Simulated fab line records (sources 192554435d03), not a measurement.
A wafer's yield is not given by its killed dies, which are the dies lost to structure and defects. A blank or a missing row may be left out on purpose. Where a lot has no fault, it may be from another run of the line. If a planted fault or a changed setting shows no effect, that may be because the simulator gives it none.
Chamber matching	flow n5-finfet	4 sister chambers for N5_MOL_CONTACT_COAG_ALD_123 on ald-sin-02
The step deposits SiNx, target thk 5 nm, pulse time 1 s, purge time 2 s. 18 wafers are shown with their chamber, then 9 later ones without.

## WAFERS PAIRED WITH THEIR CHAMBERS
wafer	chamber	heater-power-w (W)	precursor-pulse-height-rel
L074.2	0	822	0.984
L074.3	2	854	1.000
L074.4	3	842	0.997
L077.3	3	843	0.999
L077.5	1	815	0.997
L077.6	0	822	1.019
L078.2	0	830	0.993
L078.3	2	874	1.010
L078.4	3	843	1.020
L083.1	0	815	1.043
L083.4	3	837	1.024
L083.5	1	831	1.052
L086.2	1	802	0.971
L086.3	0	841	0.962
L086.6	1	818	1.009
L088.1	2	854	0.994
L088.5	3	837	1.020
L088.6	0	808	1.003

SIGNATURES, as means of the wafers listed above
reading	chamber 0	chamber 1	chamber 2	chamber 3	scatter within a chamber
heater-power-w	823.00	816.50	860.67	840.40	9.98
precursor-pulse-height-rel	1.00067	1.00725	1.00133	1.01200	0.0242
Rule: for a wafer and a chamber, the distance is found by dividing, reading by reading, the gap between the wafer's reading and the chamber's mean by the reading's scatter, squaring, summing and taking the root. If the next closest chamber is less than 2 further off than the closest, the wafer can't be placed; otherwise it belongs to the closest. How the scatter is found: for the shown wafers, subtract from each reading the mean of its chamber, square and add these, divide the total by (wafers less chambers), then take the root.

## WAFERS WITHOUT THEIR CHAMBER
wafer	heater-power-w (W)	precursor-pulse-height-rel
L089.1	793	1.030
L089.2	823	1.013
L089.3	837	1.041
L091.2	794	1.004
L091.5	874	1.010
L091.6	842	1.028
L092.1	817	1.029
L092.2	817	0.974
L092.4	856	0.964

## WHICH CHAMBER EACH ONE RAN IN
wafer	from the rows above	in truth
L089.1	can't be placed: 1 or 0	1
L089.2	can't be placed: 0 or 1 or 3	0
L089.3	can't be placed: 3 or 0 or 1 or 2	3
L091.2	can't be placed: 1 or 0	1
L091.5	can't be placed: 2 or 3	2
L091.6	can't be placed: 3 or 2 or 0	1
L092.1	can't be placed: 1 or 0 or 3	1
L092.2	can't be placed: 0 or 1 or 3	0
L092.4	can't be placed: 2 or 3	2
Correctly placed: 0 of 9. Unplaceable from these rows: 9, with the true chamber sitting among the candidates in 8. 0 placed wrongly.
